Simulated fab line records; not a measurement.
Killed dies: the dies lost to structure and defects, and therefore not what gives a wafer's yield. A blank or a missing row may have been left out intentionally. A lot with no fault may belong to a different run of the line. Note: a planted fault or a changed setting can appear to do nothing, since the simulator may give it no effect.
Chamber matching + flow nand harc + 4 sister chambers for NHARC_A_BLC_DESCUM_15 on rie diel-13
The step chemistry O2, time 3 s. 14 wafers are shown with their chamber, then 7 later ones without.

## WAFERS WITH THEIR CHAMBER
| wafer  | chamber | showerhead plenum p Torr (Torr) | drypump motor current A (A) | rf vpp V (V) |
|--------|---------|---------------------------------|-----------------------------|--------------|
| L617.1 | 0       | 2.05                            | 5.99                        | 58.0         |
| L617.2 | 2       | 1.78                            | 5.62                        | 55.6         |
| L617.4 | 1       | 2.00                            | 5.61                        | 57.6         |
| L615.2 | 1       | 2.00                            | 5.59                        | 58.8         |
| L615.4 | 3       | 1.90                            | 6.03                        | 56.4         |
| L615.6 | 1       | 2.00                            | 5.56                        | 57.7         |
| L614.2 | 0       | 2.05                            | 5.99                        | 59.2         |
| L614.4 | 3       | 1.90                            | 6.05                        | 57.5         |
| L614.6 | 0       | 2.05                            | 6.01                        | 58.8         |
| L620.1 | 3       | 1.90                            | 6.03                        | 57.2         |
| L620.4 | 2       | 1.78                            | 5.62                        | 57.2         |
| L620.6 | 1       | 1.99                            | 5.58                        | 57.0         |
| L627.1 | 1       | 1.99                            | 5.62                        | 58.5         |
| L627.2 | 0       | 2.05                            | 6.01                        | 57.1         |

SIGNATURES (means of the wafers above)
| reading                  | chamber 0 | chamber 1 | chamber 2 | chamber 3 | scatter within a chamber |
|--------------------------|-----------|-----------|-----------|-----------|--------------------------|
| showerhead plenum p Torr | 2.0500    | 1.9960    | 1.7800    | 1.9000    | 0.00346                  |
| drypump motor current A  | 6.0000    | 5.5920    | 5.6200    | 6.0367    | 0.0172                   |
| rf vpp V                 | 58.275    | 57.920    | 56.400    | 57.033    | 0.814                    |
Rule: a wafer's distance from a chamber is the root of the sum, over the readings, of the square of ((its reading less the chamber's mean) divided by the reading's scatter). If the next closest chamber is less than 2 further off than the closest, the wafer can't be placed; otherwise it belongs to the closest. The scatter: the root of (the sum of the squares of (reading less its chamber's mean) over the shown wafers, divided by (wafers less chambers)).

## WAFERS WHOSE CHAMBER IS MISSING
| wafer  | showerhead plenum p Torr (Torr) | drypump motor current A (A) | rf vpp V (V) |
|--------|---------------------------------|-----------------------------|--------------|
| L627.6 | 1.90                            | 6.04                        | 58.4         |
| L626.1 | 2.05                            | 6.01                        | 57.9         |
| L626.4 | 1.90                            | 6.06                        | 59.8         |
| L626.5 | 1.78                            | 5.67                        | 55.7         |
| L632.3 | 1.78                            | 5.59                        | 55.8         |
| L632.4 | 2.04                            | 6.00                        | 58.6         |
| L632.6 | 1.78                            | 5.63                        | 57.7         |

## WHICH CHAMBER EACH ONE RAN IN
| wafer  | from the rows above | in truth |
|--------|---------------------|----------|
| L627.6 | 3                   | 3        |
| L626.1 | 0                   | 0        |
| L626.4 | 3                   | 3        |
| L626.5 | 2                   | 2        |
| L632.3 | 2                   | 2        |
| L632.4 | 0                   | 0        |
| L632.6 | 2                   | 2        |
Correct placement for 7 of the 7. Left unplaced by these rows: 0. Placed wrongly: 0.
